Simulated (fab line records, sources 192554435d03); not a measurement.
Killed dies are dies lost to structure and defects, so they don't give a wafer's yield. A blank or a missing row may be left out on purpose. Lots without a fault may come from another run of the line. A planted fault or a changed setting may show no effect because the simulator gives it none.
A struck lot beside a sound one | flow n5_finfet | 14 steps out of a route of 1938
Sound: wafers L293.1, L293.5, L293.6. Struck: wafers L289.3, L289.5, L289.6. The cause comes at the end.
At each step with rows: each side's tool, then ch and its chambers, then its first start. Under that, the readings that differ: sound wafers | struck wafers | difference of the means | sigmas: that difference in standard deviations of wafers without a fault.
alike: readings whose means differ by less than 2 such deviations, and words and numbers that are the same on both sides. not compared: withheld readings, readings that some wafer has no value for, bounds like >300 that may hide the same value, and numbers for which the record gives no deviation and whose values overlap.
The two part at a step that has a row with sigmas, a row that says differs or no value, or rows on one side only. Numbers that don't overlap but have no deviation are shown without sigmas and don't part them. A reading that every wafer of one side lacks parts them only if that side has two wafers or more.

first, 9 steps without rows for these wafers: N5_BEOL_M0_CUTY_DEVELOP_56 (develop time 30 s); N5_BEOL_M0_CUTY_DESCUM_61 (chemistry O2, time 7.9 s); N5_BEOL_M0_CUTY_ETCH_62 (etches SiARC in CF4, time 58.5 s); N5_BEOL_M0_CUTY_ETCH_63 (etches SOC in N2/H2, target depth 82.7 nm, overetch 16.5 nm, time 124 s); N5_BEOL_M0_CUTY_STRIP_64 (strips in N2/H2); N5_BEOL_M0_ETCH_138 (etches SiCN in CH3F/O2, target depth 12 nm, time 31.6 s); N5_BEOL_M0_HM_OPEN_105 (chemistry Cl2/BCl3, target TiN, target depth 12 nm); N5_BEOL_M0_STRIP_140 (strips in CF4); N5_BEOL_M0_STRIP_104 (strips in N2/H2).
N5_BEOL_M0_WET_ETCH_106: etches SiO2 in DHF, target depth 130 nm, rinse time 30 s.
  sound on wet_bench-05 ch 1,5,6, day 11 01:04; struck on wet_bench-05 ch 0,2,4, day 9 18:11
  no value came back on the struck wafers for bath_heat_duty_pct (%), rinse_temp_c (C); on the sound wafers bath_heat_duty_pct (%) reads 5.7 6.3 5.3
  reading                                       | sound | struck       | difference | sigmas
  model.SiO2_of_BEOL_M0_SAQP_ALD_48.thk_nm (nm) | 0 0 0 | 12 11.6 11.6 | +12        |
N5_BEOL_M0_ETCH_128: etches SiCN in CF4/N2, target depth 12 nm, overetch 5.1 nm, time 21.4 s.
  sound on rie_diel-03 ch 1,2, day 11 01:21; struck on rie_diel-04 ch 0,2,3, day 9 18:14
  reading                  | sound             | struck            | difference | sigmas
  bias_w (W)               | 69.76 69.63 69.66 | 70.51 70.19 69.97 | +0.54      | +3
  model.etch.depth_nm (nm) | 8.361 8.407 8.783 | 11.94 11.65 11.61 | +3.22      |
  alike: cf4_flow_sccm, drypump_motor_current_A, oes_product_au, rf_vpp_V, showerhead_plenum_p_Torr, throttle_valve_pct
  not compared: rf_hours_counter_h
then, 1 step without rows for these wafers: N5_BEOL_M0_TRENCH_ETCH_107 (etches SiOC in C4F6/O2, target depth 32.8 nm, time 16.4 s).
N5_BEOL_M4_RC_MEAS_101:
  the record has rows for the sound wafers here (prober-02 ch 0, day 14 18:13) and none for the struck ones
-- the record jumps here: 7 days lie between the struck wafers' starts before and after (it left off in module BEOL_M4 and takes up again in module PASSIVATION, whose first step shown is number 1936 of the route) --
N5_PASSIVATION_PROBE_49:
  the record has rows for the struck wafers here (prober-01, day 16 09:24) and none for the sound ones

WHERE THEY PART
First at N5_BEOL_M0_WET_ETCH_106; last, within this record, at N5_PASSIVATION_PROBE_49.

WHY: what the simulator had put in
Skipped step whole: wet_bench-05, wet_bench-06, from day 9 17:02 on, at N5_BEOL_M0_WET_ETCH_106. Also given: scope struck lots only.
